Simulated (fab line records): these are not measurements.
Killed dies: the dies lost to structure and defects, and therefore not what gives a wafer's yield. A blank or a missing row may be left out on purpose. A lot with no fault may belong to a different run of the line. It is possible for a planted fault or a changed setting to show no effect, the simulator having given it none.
Lot-split experiment | flow n5 finfet | 39 wafers read across 7 lots, on a route 1938 steps long

SPLIT DETAILS
At N5_MOL_CONTACT_COAG_ETCH_124 (etches SiNx in CH3F/O2, stops on SiOC, target depth 6.5 nm), the setting source w was moved away from the recipe's 395 W on 12 of the 39 wafers read, by -16.3% to +16.4%. The other wafers ran this setting at the recipe's value.

Reading taken at the split's own step.

THE READING
rf vpp V, in V, at N5_MOL_CONTACT_COAG_ETCH_124 (etches SiNx in CH3F/O2, stops on SiOC, target depth 6.5 nm). Typical for fault-free wafers on this fab line: 294 V, with standard deviation 6 V.

wafer  | tool, chamber at the split | source w as run, W | against the recipe | rf vpp V, V | against lot-mates on the recipe
L074.1 | rie diel-02, 0             | 395                | recipe             | 290         | -
L074.4 | rie diel-02, 3             | 395                | recipe             | 294         | -
L074.5 | rie diel-02, 0             | 395                | recipe             | 291         | -
L076.1 | rie diel-02, 3             | 395                | recipe             | 292         | -
L076.2 | rie diel-02, 0             | 395                | recipe             | 291         | -
L076.3 | rie diel-02, 1             | 395                | recipe             | 289         | -
L076.4 | rie diel-02, 3             | 395                | recipe             | 291         | -
L076.5 | rie diel-02, 0             | 395                | recipe             | 290         | -
L076.6 | rie diel-02, 1             | 395                | recipe             | 288         | -
L077.1 | rie diel-06, 3             | 459.9              | +16.4%             | 273         | -16
L077.2 | rie diel-06, 0             | 459.9              | +16.4%             | 275         | -14
L077.3 | rie diel-06, 2             | 395                | recipe             | 287         | -
L077.4 | rie diel-06, 2             | 395                | recipe             | 286         | -
L077.5 | rie diel-06, 3             | 459.9              | +16.4%             | 269         | -20
L077.6 | rie diel-06, 0             | 395                | recipe             | 295         | -
L079.1 | rie diel-02, 3             | 432.3              | +9.4%              | 279         | -16
L079.2 | rie diel-02, 0             | 395                | recipe             | 291         | -
L079.3 | rie diel-02, 2             | 395                | recipe             | 306         | -
L079.4 | rie diel-02, 1             | 395                | recipe             | 289         | -
L079.5 | rie diel-02, 0             | 432.3              | +9.4%              | 279         | -16
L079.6 | rie diel-02, 3             | 432.3              | +9.4%              | 279         | -16
L081.1 | rie diel-02, 1             | 395                | recipe             | 290         | -
L081.2 | rie diel-02, 3             | 395                | recipe             | 292         | -
L081.3 | rie diel-02, 0             | 333                | -15.7%             | 314         | +23
L081.4 | rie diel-02, 2             | 333                | -15.7%             | 332         | +41
L081.5 | rie diel-02, 2             | 333                | -15.7%             | 331         | +40
L081.6 | rie diel-02, 3             | 395                | recipe             | 290         | -
L088.1 | rie diel-06, 1             | 395                | recipe             | 298         | -
L088.2 | rie diel-06, 0             | 395                | recipe             | 296         | -
L088.3 | rie diel-06, 2             | 395                | recipe             | 286         | -
L088.4 | rie diel-06, 3             | 395                | recipe             | 291         | -
L088.5 | rie diel-06, 2             | 395                | recipe             | 285         | -
L088.6 | rie diel-06, 3             | 395                | recipe             | 292         | -
L091.1 | rie diel-01, 3             | 395                | recipe             | 305         | -
L091.2 | rie diel-01, 2             | 395                | recipe             | 295         | -
L091.3 | rie diel-01, 1             | 395                | recipe             | 299         | -
L091.4 | rie diel-01, 0             | 330.6              | -16.3%             | 318         | +18
L091.5 | rie diel-01, 0             | 330.6              | -16.3%             | 320         | +20
L091.6 | rie diel-01, 3             | 330.6              | -16.3%             | 331         | +31

THE FIT
A straight line over all 39 wafers: rf vpp V changes by -1.69 V for each +1% of source w; r = -0.92; the points scatter about the line by 5.9 V.
The same after taking each lot's own level away (the mean of its wafers on the recipe; 39 wafers): -1.56 V for each +1%; r = -0.91; scatter 5.9 V.
According to that fit, moving source w by its largest amount changes the reading by 26 V.
Measured against the standard deviation above, the lots' own levels, which go from 289.3 to 299.7 V, span 1.7 times it.
Hence the lot-to-lot level has little effect on the slope; both slopes agree.
Check: with one of the wafers moved furthest among these (+16.4%) left out of the fit, the line predicts -25.6 V for it against its lot-mates. It came out at -16.3 V against them.
Tool readings at the split's step, against how far the setting was moved: rf vpp V r = -0.92.

OTHER SPLITS ON THESE WAFERS
Before the reading, these wafers also passed through other splits. Each is held against what the fit with the lots' levels taken away leaves over:
other split on the same wafers        | wafers away from the commonest value | r with rf vpp V (lot level and that fit taken away)
N5_FIN_SAQP_ETCH_65 time s            | 15                                   | -0.05
N5_DUMMY_GATE_ETCH_42 bias w          | 15                                   | +0.36
N5_SD_EPI_P_EPI_21 time s             | 9                                    | +0.09
N5_MOL_CONTACT_COAG_ALD_27 ald cycles | 15                                   | -0.12

FILE'S OWN FIT
rf vpp V changes by -1.55 V for each +1% of source w, r = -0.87.
